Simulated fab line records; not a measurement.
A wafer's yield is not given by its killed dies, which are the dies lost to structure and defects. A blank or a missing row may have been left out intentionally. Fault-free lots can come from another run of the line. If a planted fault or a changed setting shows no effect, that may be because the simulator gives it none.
8D (eight disciplines) problem report, filled in by code ; flow nand harc ; the parts of the form that need people (team, actions taken, sign-off) are left out

1. WHAT WENT WRONG
At NHARC_A_ONON_D2_THK_MEAS_02, thk nm averages 1064 nm over 6 wafers from 2 lots, while fault-free wafers read 998 nm, standard deviation 7.2. Measured from the usual mean, that is +9.1 standard deviations.
The step: measures by ellipsometry.
Seen first at day 18 09:25 on film metro-01, wafer L510.2. The record has a number at this step for 42 wafers belonging to 14 lots. The rule behind "out" and "out of limits": a value lying over 4 standard deviations away from the usual mean. The rest of the wafers with a number are treated as sound.

2. WHAT IT IS AND WHAT IT IS NOT
question;is;is not
which readings at this step;thk nm;-
which lots;L510, L511;L495, L496, L497, L498, L499, L500, L501, L508, L514, L515, L517, L518
which wafers of those lots;all that have a number;-
read on which gauges;film metro-01, film metro-02;-
when;from day 18 09:25;"up to then (24 sound wafers); but 12 sound wafers of L514, L515, L517, L518 came after"

3. THE SUSPECTS, EACH WITH WHAT RULES IT OUT
Counting: a tool at a process step up to the reading stays a suspect if it ran every lot that is out and no sound lot after the first of them.
- ruled out: the gauge at NHARC_A_ONON_D2_THK_MEAS_02. 2 gauges (film metro-01, film metro-02) read the wafers that are out.
- ald hk-03 at NHARC_A_CHANNEL_FILL_D1_ALD_25 (deposits SiOx, target thk 60 nm, pulse time 10 s, ald cycles 600): kept. It ran every lot that is out, first L510 (day 16 08:33), and no sound lot after that; its last sound lot up to then is L501 (day 12 15:10).
- rie si-05 at NHARC_A_DECK1_JOINT_ETCHBACK_00 (etches the open film in HBr, target depth 30 nm, time 17.4 s): ruled out as a lasting fault. Sound lots L515 ran on it after its first lot that is out, L510 (day 17 12:23).
- pecvd onon-04 at NHARC_A_ONON_D2_DEP_00 (target thk 1000 nm): kept. It ran every lot that is out, first L510 (day 18 08:58), and no sound lot after that; its last sound lot up to then is L500 (day 14 20:29).
The count leaves pecvd onon-04 at NHARC_A_ONON_D2_DEP_00 and ald hk-03 at NHARC_A_CHANNEL_FILL_D1_ALD_25.

4. THE CAUSE (what the simulator had put in)
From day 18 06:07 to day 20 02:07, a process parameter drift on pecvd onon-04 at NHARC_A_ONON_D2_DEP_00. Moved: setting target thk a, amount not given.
2 suspects survive the count, and this tool is in that group.

5. THE EFFECT CHAIN, in route order
Each row: a reading where the mean over the struck wafers with a number is more than 3 standard deviations away from the usual. Readings are gone through only where the record gives a usual standard deviation; hours: the median, over the lots, of the time from a lot's start at the first step in this table giving one to that lot's start at this step; sigmas: the change measured in usual standard deviations.
hours;step;reading;usual;on struck wafers;change;sigmas
0;NHARC_A_ONON_D2_THK_MEAS_02;thk nm;998 nm;1064;+66;+9.1

6. WHAT WOULD HAVE CAUGHT IT SOONER
In this record the first reading out of limits at a measuring or inspecting step was taken at day 18 09:25, 3 hours after the fault began at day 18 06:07.
Lots out: 2; of these, L511 started NHARC_A_ONON_D2_DEP_00 on pecvd onon-04 after day 18 09:25. A tool hold placed at that time would have kept it from harm.
